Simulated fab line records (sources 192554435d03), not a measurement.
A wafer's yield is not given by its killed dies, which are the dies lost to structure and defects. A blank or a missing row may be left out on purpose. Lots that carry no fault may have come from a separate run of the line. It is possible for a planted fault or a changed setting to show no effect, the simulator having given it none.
Comparing a struck lot with a sound one -- flow n5Finfet -- 44 out of 1938 route steps
Sound: these wafers, L140.2, L140.3, L140.5. Struck: wafer L154.1. (L154.4, L154.6 of the same lot were not struck and are left out.) The cause comes at the end.
For every step that has rows: the tool of each side, followed by ch and its chambers, followed by its first start. Under that, the readings that differ: sound wafers -- struck wafers -- difference of the means -- sigmas: that difference in standard deviations of wafers without a fault.
alike: same words and numbers on both sides, and readings whose means sit less than 2 such deviations apart. not compared: any withheld reading, any reading some wafer has no value for, any bound like >300 that may hide the same value, and any number with overlapping values for which the record gives no deviation.
The two part at a step that has a row with sigmas, a row that says differs or no value, or rows on one side only. Numbers that don't overlap but have no deviation are shown without sigmas and don't part them. Lack of a reading on every wafer of one side parts them only where that side has two or more wafers.

first, 2 steps without rows for these wafers: N5_FIN_SAQP_SPACER1_ETCHBACK_25 (etches SiO2 in CHF3/O2, target depth 24.4 nm, time 12.2 s); N5_FIN_SAQP_MANDREL1_REMOVE_56 (chemistry HBr/Cl2/O2, target a-Si, stops on SiNx, bt time 10 s).
N5_FIN_SAQP_CD_MEAS_27 targets a cd of 20 nm.
  sound on cdSem-03 ch 0, day 2 08:18; struck on cdSem-03 ch 0, day 5 19:40
  alike: cdNm
then, 2 steps without rows for these wafers: N5_FIN_SAQP_ETCH_57 (etches SiNx in CH3F/O2, target depth 32.5 nm, time 46.4 s); N5_FIN_SAQP_ETCH_65 (etches SiO2 in CF4, target depth 4 nm, time 4.4 s).
N5_FIN_SAQP_MANDREL_ETCH_58: etches a-Si in HBr/Cl2, stops on SiNx, target depth 45 nm, bt time 10 s, time 27 s.
  sound on rieSi-02 ch 0,1,3, day 2 08:29; struck on rieSi-02 ch 3, day 5 19:52
  alike: drypumpMotorCurrentA, heBacksideLeakSccm, oesProductAu, throttleValvePct
  not compared: rfHoursCounterH
then, 2 steps without rows for these wafers: N5_FIN_SAQP_RECESS_63 (chemistry HF/NH3, target SiO2, target depth 18 nm, afs cycles 3, sublimation time 60 s); N5_FIN_SAQP_COAT_68 (time 60 s, resist thk 100 nm).
N5_FIN_SAQP_ETCH_69: etches SOC in N2/H2, stops on SiNx, target depth 150 nm.
  sound on rieDiel-04 ch 1,2, day 2 09:02; struck on rieDiel-06 ch 3, day 5 20:23
reading,sound,struck,difference,sigmas
drypumpMotorCurrentA (A),6.8 5.7 5.7,5.0,-1.1,-2
oesProductAu (a.u.),0.70 0.78 0.77,0.99,+0.24,+3
rfVppV (V),240.4 239.1 240.0,244.3,+4.5,+3
showerheadPlenumPTorr (Torr),2.53 2.44 2.44,2.70,+0.23,+2
  alike: throttleValvePct
  not compared: rfHoursCounterH
N5_FIN_SAQP_ETCH_67: etches SiNx in CH3F/O2, target depth 30 nm.
  sound on rieDiel-04 ch 1,2, day 2 09:05; struck on rieDiel-06 ch 3, day 5 20:27
reading,sound,struck,difference,sigmas
drypumpMotorCurrentA (A),6.8 5.7 5.7,5.0,-1.1,-2
oesProductAu (a.u.),0.70 0.79 0.78,1.01,+0.25,+3
showerheadPlenumPTorr (Torr),2.00 1.91 1.91,2.15,+0.21,+3
  alike: rfVppV, throttleValvePct
  not compared: rfHoursCounterH
then, 2 steps without rows for these wafers: N5_FIN_SAQP_STRIP_70 (strips in N2/H2); N5_FIN_SAQP_RECESS_71 (chemistry HF/NH3, target SiO2, target depth 3 nm, afs cycles 1, sublimation time 60 s).
N5_FIN_SAQP_SPACER2_ALD_28: deposits SiO2, target thk 8.1 nm, pulse time 1 s, purge time 2 s.
  sound on aldSin-01 ch 0,1,3, day 2 09:50; struck on aldSin-01 ch 1, day 5 20:41
reading,sound,struck,difference,sigmas
model.SiO2_of_FIN_SAQP_SPACER2_ALD_28.thkNm (nm),8 8.2 8,6.4,-1.7,
  alike: heaterPowerOuterW, heaterPowerW, precursorPulseHeightRel
  not compared: sinceWetCleanH
then, 1 step without rows for these wafers: N5_FIN_SAQP_SPACER2_ETCHBACK_29 (etches SiO2 in CHF3/O2, target depth 12.2 nm, time 6.1 s).
N5_FIN_SAQP_MANDREL2_REMOVE_60: chemistry HBr/Cl2/O2, target a-Si, stops on SiNx, bt time 10 s.
  sound on rieSi-06 ch 0,2,3, day 2 10:16; struck on rieSi-01 ch 3, day 5 21:06
reading,sound,struck,difference,sigmas
model.FIN_SAQP.cdNm (nm),8 8 7.8,6.4,-1.5,
  alike: drypumpMotorCurrentA, heBacksideLeakSccm, oesProductAu, throttleValvePct
  not compared: rfHoursCounterH
N5_FIN_SAQP_CD_MEAS_31 targets a cd of 8 nm.
  sound on cdSem-03 ch 0, day 2 10:22; struck on cdSem-03 ch 0, day 5 21:13
reading,sound,struck,difference,sigmas
cdNm (nm),8.14 7.88 8.01,6.43,-1.58,-8
then, 3 steps without rows for these wafers: N5_FIN_SAQP_HM_OPEN_33 (chemistry CH3F/O2, target SiNx, target depth 49.4 nm, time 70.6 s); N5_FIN_SAQP_ETCH_34 (etches SiO2 in C4F6/O2, target depth 45 nm, time 15 s); N5_FIN_SAQP_STRIP_77 (strips in N2/H2, time 90 s).
N5_FIN_SAQP_HM_CD_35 targets a cd of 8 nm.
  sound: cdSem-02 at day 2 10:38; struck: cdSem-03 at day 5 21:29
reading,sound,struck,difference,sigmas
cdNm (nm),8.04 7.77 8.11,6.45,-1.52,-6
N5_FIN_SAQP_ETCH_64: etches SiO2 in CF4, target depth 1.5 nm.
  sound on rieSi-01 ch 0,1,2, day 2 10:41; struck on rieSi-01 ch 2, day 5 21:32
reading,sound,struck,difference,sigmas
drypumpMotorCurrentA (A),5.2 6.5 6.3,5.1,-0.9,-2
  alike: heBacksideLeakSccm, oesProductAu, throttleValvePct
  not compared: rfHoursCounterH
N5_FIN_SAQP_FIN_ETCH_36: etches the open film in HBr/Cl2/O2, target depth 120 nm, time 50.4 s.
  sound on rieSi-01 ch 0,1,2, day 2 10:42; struck on rieSi-01 ch 2, day 5 21:33
reading,sound,struck,difference,sigmas
drypumpMotorCurrentA (A),5.2 6.5 6.4,5.1,-0.9,-2
model.FIN_SAQP.cdNm (nm),8.2 8 7.6,6.4,-1.5,
  alike: heBacksideLeakSccm, oesProductAu, throttleValvePct
  not compared: rfHoursCounterH
N5_FIN_SAQP_CD_MEAS_37 targets a cd of 8 nm.
  sound: cdSem-02 at day 2 10:49; struck: cdSem-01 at day 5 21:40
reading,sound,struck,difference,sigmas
cdNm (nm),8.25 8.54 7.39,5.99,-2.07,-7
then, 3 steps without rows for these wafers: N5_FIN_SAQP_PRECLEAN_38 (cleans in O3/DIW, time 45 s); N5_FIN_SAQP_PRECLEAN_45 (cleans in dHF, time 10 s); N5_FIN_SAQP_SRD_39 (time 30 s).
N5_FIN_SAQP_OCD_MEAS_76:
  sound: ocd-01 at day 2 10:55; struck: ocd-01 at day 5 21:46
  alike: trenchDepthNm
N5_FIN_SAQP_INSPECT_40: inspects for defects (brightfield).
  sound: defectInspect-02 at day 2 10:57; struck: defectInspect-01 at day 5 21:48
  alike: rawDefectCount
then, 9 steps without rows for these wafers: N5_FIN_CUT_COAT_18 (time 60 s, resist thk 230 nm); N5_FIN_CUT_COAT_19 (time 60 s, resist thk 20 nm); N5_FIN_CUT_COAT_29 (time 60 s, resist thk 10 nm); N5_FIN_CUT_COAT_02 (resist thk 30 nm); N5_FIN_CUT_EBR_04; N5_FIN_CUT_SOFTBAKE_03 (time 60 s); N5_FIN_CUT_EXPOSE_05 (exposes mask FIN CUT); N5_FIN_CUT_PEB_06 (peb time 60 s); N5_FIN_CUT_DEVELOP_07 (develop time 30 s).
N5_FIN_CUT_CD_MEAS_08 targets a cd of 29.1 nm.
  sound on cdSem-02 ch 0, day 2 11:23; struck on cdSem-01 ch 0, day 5 22:06
  alike: cdNm
N5_FIN_CUT_OVL_MEAS_09:
  sound on overlay-02 ch 0, day 2 11:25; struck on overlay-02 ch 0, day 5 22:08
  alike: FIN_CUT_OVL
N5_FIN_CUT_INSPECT_10: inspects for defects (brightfield).
  sound: defectInspect-02 at day 2 11:28; struck: defectInspect-01 at day 5 22:11
  alike: rawDefectCount
N5_FIN_CUT_DESCUM_13: chemistry O2, time 7 s.
  sound on rieDiel-01 ch 0,3, day 2 12:10; struck on rieDiel-01 ch 0, day 5 22:13
  alike: drypumpMotorCurrentA, oesProductAu, rfVppV, showerheadPlenumPTorr, tempC, throttleValvePct
  not compared: rfHoursCounterH
then, 1 step without rows for these wafers: N5_FIN_CUT_ETCH_30 (etches underlayer in N2/H2, target depth 13 nm, time 10.4 s).
N5_STI_FIN_REVEAL_CD_MEAS_22: target cd 6.238 nm, pitch 28 nm.
  sound: cdSem-01 at day 3 00:01; struck: cdSem-02 at day 6 08:04
reading,sound,struck,difference,sigmas
cdNm (nm),6.27 5.92 5.75,4.33,-1.65,-6
-- record jumps: 7 days separate the struck wafers' starts on either side; left off in module STI_FIN_REVEAL, taken up again in module BEOL_M4, whose first shown step is the route's number 1111 --
N5_BEOL_M4_RC_MEAS_101:
  sound on prober-02 ch 0, day 9 15:51; struck on prober-02 ch 0, day 13 11:27
reading,sound,struck,difference,sigmas
DIBL_N (mV/V),35.1 31.4 29.9,26.7,-5.4,-2
DIBL_P (mV/V),37.4 32.0 30.3,24.9,-8.3,-3
IOFF_N (nA/um),0.16 0.11 0.08,0.04,-0.08,-2
IOFF_N_85C (nA/um),3.2 2.2 1.8,1.0,-1.4,-2
IOFF_N_LIN (nA/um),0.077 0.054 0.043,0.024,-0.034,-3
IOFF_P (nA/um),0.23 0.15 0.13,0.08,-0.09,-2
IOFF_P_85C (nA/um),4.0 2.8 2.4,1.6,-1.5,-3
IOFF_P_LIN (nA/um),0.113 0.084 0.072,0.049,-0.041,-3
ION_N (uA/um),676 659 643,602,-57,-4
ION_P (uA/um),470 454 443,425,-31,-4
SS_N (mV/dec),72.0 69.9 70.3,68.9,-1.8,-3
VT_N (mV),252 255 257,271,+16,+5
VT_N_LVT (mV),96 102 106,123,+22,+6
VT_P (mV),-248 -252 -256,-262,-10,-3
VT_P_LVT (mV),-96.3 -101.4 -103.7,-111.9,-11.4,-4
  alike: SS_P

== WHERE THEY PART ==
At N5_FIN_SAQP_ETCH_69 first; at N5_BEOL_M4_RC_MEAS_101 last (within this record only).

WHY: whatever the simulator had introduced
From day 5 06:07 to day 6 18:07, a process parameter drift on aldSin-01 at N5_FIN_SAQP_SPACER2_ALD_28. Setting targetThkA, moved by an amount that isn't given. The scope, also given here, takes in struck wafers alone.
